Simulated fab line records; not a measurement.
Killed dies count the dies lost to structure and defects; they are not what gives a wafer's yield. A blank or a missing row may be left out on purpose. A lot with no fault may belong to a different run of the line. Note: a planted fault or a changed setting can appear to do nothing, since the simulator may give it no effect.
Struck lot and sound lot, side by side	flow n5 finfet	16 out of 1938 route steps
Sound: these wafers, L152.3, L152.4, L152.5. Wafers struck: L143.1, L143.2, L143.3. The cause is named last.
At each step with rows: each side's tool, then ch and its chambers, then its first start. Under that, the readings that differ: sound wafers	struck wafers	difference of the means	sigmas: that difference in standard deviations of wafers without a fault.
alike: readings whose means differ by less than 2 such deviations, and words and numbers that are the same on both sides. not compared: withheld readings, readings that some wafer has no value for, bounds like >300 that may hide the same value, and numbers for which the record gives no deviation and whose values overlap.
A row with sigmas, a row that says differs or no value, or rows on one side alone: a step with any of these is where the two part. Numbers that don't overlap but have no deviation are shown without sigmas and don't part them. A reading that every wafer of one side lacks parts them only if that side has two wafers or more.

first, 9 steps without rows for these wafers: N5_BEOL_M1_SOFTBAKE_23 (time 60 s); N5_BEOL_M1_EXPOSE_25 (exposes mask V0, defocus 5 nm, target cd 24 nm); N5_BEOL_M1_PEB_26 (peb time 60 s); N5_BEOL_M1_DEVELOP_27 (develop time 30 s); N5_BEOL_M1_DESCUM_33 (chemistry O2, time 7 s); N5_BEOL_M1_ETCH_77 (etches underlayer in N2/H2, target depth 6.5 nm, time 5.2 s); N5_BEOL_M1_ETCH_69 (etches SiARC in CF4, target depth 15.6 nm, time 26 s); N5_BEOL_M1_ALD_98 (deposits SiO2, target thk 2.5 nm, pulse time 1 s, co reactant pulse time 1 s); N5_BEOL_M1_ETCHBACK_99 (etches SiO2 in CHF3, target depth 5 nm, time 10.4 s).
N5_BEOL_M1_ETCH_70: etches SOC in N2/H2, target depth 80 nm, overetch 16 nm, time 120 s.
  sound on rie diel-01 ch 0,1,3, day 12 10:38; struck on rie diel-01 ch 0,1,2, day 10 10:58
  no value came back on the struck wafers for any of 8 readings (bias w (W), chamber pressure mTorr (mTorr) and others); on the sound wafers bias w (W) reads 149.7 150.1 149.7
reading	sound	struck	difference	sigmas
model.CAR-EUV_of_BEOL_M1_COAT_22.thk nm (nm)	0 0 0	10.4 10.4 10.4	+10.4	
model.SiARC_of_BEOL_M1_COAT_68.thk nm (nm)	6.6 6.4 6.4	12 12 12	+6	
model.underlayer_of_BEOL_M1_COAT_76.thk nm (nm)	0 0 0	5 5 5	+5	
  not compared: rf hours counter h
then, 2 steps without rows for these wafers: N5_BEOL_M1_STRIP_71 (strips in N2/H2); N5_BEOL_M1_STRIP_78 (strips in N2/H2).
N5_BEOL_M1_VIA_ETCH_34: etches the open film in C4F6/O2, target depth 67.8 nm, time 64.4 s.
  sound on rie diel-01 ch 0,1,3, day 12 10:44; struck on rie diel-01 ch 0,1,2, day 10 11:04
reading	sound	struck	difference	sigmas
oes product au (a.u.)	0.72 0.88 0.71	0.34 0.36 0.27	-0.45	-4
rf fwd power W (W)	345.3 345.3 343.7	347.4 346.5 348.8	+2.8	+2
  alike: C4F6_flow_sccm, O2_flow_sccm, drypump motor current A, rf vpp V, showerhead plenum p Torr, throttle valve pct
  not compared: rf hours counter h
then, 1 step without rows for these wafers: N5_BEOL_M1_STRIP_83 (strips in C4F6/O2).
N5_BEOL_M4_RC_MEAS_101:
  the record has rows for the sound wafers here (prober-02 ch 0, day 16 00:58) and none for the struck ones
-- record jumps: 7 days separate the struck wafers' starts on either side; left off in module BEOL_M4, taken up again in module PASSIVATION, whose first shown step is the route's number 1936 --
N5_PASSIVATION_PROBE_49:
  sound on prober-01, day 20 20:41; struck on prober-01, day 17 16:44
reading	sound	struck	difference	sigmas
defect limited yield (%)	91.1 90.3 90.9	0 0	-91	-65
killed_at_M0_to_M3	32 49 52	1124 1082	+1059	+99 or more
killed dies	105 115 107	1180 1180	+1071	+63
killed on rim	14 10 8	152 152	+141	+38
killed short	34 50 44	18 36	-16	-2
sort_bin_5_function (%)	4.9 6.1 5.5	96.8 95.8	+90.8	+93
sort n pass	1075 1065 1073	0 0	-1071	-63
sort yield pct (%)	91.1 90.3 90.9	0 0	-91	-65
  alike: killed_at_M4_up, killed at contacts, killed at front end, killed at other, killed open, sort_bin_6_memory

== WHERE THEY PART ==
Earliest at N5_BEOL_M1_ETCH_70; latest, in this record, at N5_PASSIVATION_PROBE_49.

WHY: what had been put in by the simulator
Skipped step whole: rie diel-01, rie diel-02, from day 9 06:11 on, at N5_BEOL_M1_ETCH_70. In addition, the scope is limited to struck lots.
